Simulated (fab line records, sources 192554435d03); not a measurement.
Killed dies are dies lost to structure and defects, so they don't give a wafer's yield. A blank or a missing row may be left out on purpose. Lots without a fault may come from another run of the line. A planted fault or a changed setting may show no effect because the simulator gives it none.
Chamber matching | flow n5_finfet | N5_BEOL_M2_CO_CAP_55 on cvd_co-02: 3 sister chambers
The step material Co, precursor CCTBA/H2, target thk 2 nm, time 102.1 s. 16 wafers are shown with their chamber, then 8 later ones without.

WAFERS WITH THEIR CHAMBER
wafer  | chamber | heater_power_w (W)
L078.1 | 1       | 267
L078.4 | 1       | 259
L078.6 | 0       | 216
L079.1 | 2       | 201
L079.3 | 1       | 266
L079.5 | 0       | 217
L080.1 | 0       | 219
L080.3 | 2       | 203
L080.5 | 0       | 219
L088.1 | 2       | 208
L088.2 | 1       | 258
L088.4 | 0       | 217
L093.3 | 1       | 263
L093.4 | 2       | 206
L093.5 | 1       | 261
L094.1 | 1       | 268

SIGNATURES (means of the wafers above)
reading        | chamber 0 | chamber 1 | chamber 2 | scatter within a chamber
heater_power_w | 217.60    | 263.14    | 204.50    | 3.18
Rule: a wafer's distance from a chamber is the root of the sum, over the readings, of the square of ((its reading less the chamber's mean) divided by the reading's scatter). The wafer belongs to the nearest chamber; if the next one is less than 2 further off, it can't be placed. The scatter: the root of (the sum of the squares of (reading less its chamber's mean) over the shown wafers, divided by (wafers less chambers)).

WAFERS WITHOUT THEIR CHAMBER
wafer  | heater_power_w (W)
L094.2 | 221
L094.3 | 209
L097.1 | 208
L097.2 | 269
L097.5 | 217
L096.2 | 222
L096.3 | 210
L096.6 | 274

WHICH CHAMBER EACH WENT THROUGH
wafer  | from the rows above     | in truth
L094.2 | 0                       | 0
L094.3 | can't be placed: 2 or 0 | 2
L097.1 | can't be placed: 2 or 0 | 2
L097.2 | 1                       | 1
L097.5 | 0                       | 0
L096.2 | 0                       | 0
L096.3 | can't be placed: 2 or 0 | 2
L096.6 | 1                       | 1
Placed correctly: 5 of 8. Can't be placed from these rows: 3 (the true chamber is among the candidates in 3). Placed wrongly: 0.
